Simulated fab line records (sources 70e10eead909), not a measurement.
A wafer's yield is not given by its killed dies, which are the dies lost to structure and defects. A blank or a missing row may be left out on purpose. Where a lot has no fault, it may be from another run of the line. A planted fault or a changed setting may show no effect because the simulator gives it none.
Chamber matching ; flow nand_harc ; cmp-01 running NHARC_P_M1_CMP_23: 4 sister chambers
The step polishes, t overpolish 20 s, target thk 157.82 nm. 4 wafers are shown with their chamber, then 12 later ones without.

## WAFERS, EACH WITH ITS CHAMBER
wafer;chamber;motor_current_A (A)
L086.1;2;13.0
L089.1;3;13.3
L090.5;0;12.9
L090.6;1;11.4

## WAFERS WITHOUT THEIR CHAMBER
wafer;motor_current_A (A)
L092.2;12.9
L092.3;12.3
L092.5;13.5
L094.2;13.9
L094.3;13.1
L094.5;12.7
L095.3;12.1
L095.4;13.1
L095.6;12.0
L097.1;12.9
L097.4;12.5
L097.5;12.0

## CHAMBER TAKEN BY EACH
wafer;from the rows above;in truth
L092.2;can't be placed: 0 or 2 or 3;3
L092.3;can't be placed: 0 or 2 or 1 or 3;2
L092.5;can't be placed: 3 or 2 or 0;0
L094.2;can't be placed: 3 or 2 or 0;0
L094.3;can't be placed: 2 or 0 or 3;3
L094.5;can't be placed: 0 or 2 or 3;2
L095.3;can't be placed: 1 or 0 or 2 or 3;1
L095.4;can't be placed: 2 or 0 or 3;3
L095.6;can't be placed: 1 or 0 or 2 or 3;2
L097.1;can't be placed: 0 or 2 or 3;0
L097.4;can't be placed: 0 or 2 or 3 or 1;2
L097.5;can't be placed: 1 or 0 or 2 or 3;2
Placed correctly: 0 of 12. Unplaceable from these rows: 12, with the true chamber sitting among the candidates in 12. Placed wrongly: 0.
How it was worked out, from the rows above alone: a wafer's distance from a chamber is the root of the sum, over the readings, of the square of ((its reading less the chamber's mean) divided by the reading's scatter). If the next closest chamber is less than 2 further off than the closest, the wafer can't be placed; otherwise it belongs to the closest. Each chamber's mean is taken over the wafers shown for it. The scatter (one wafer shown for each chamber): square how far every hidden wafer sits from the nearest shown wafer, average those squares and take the square root.
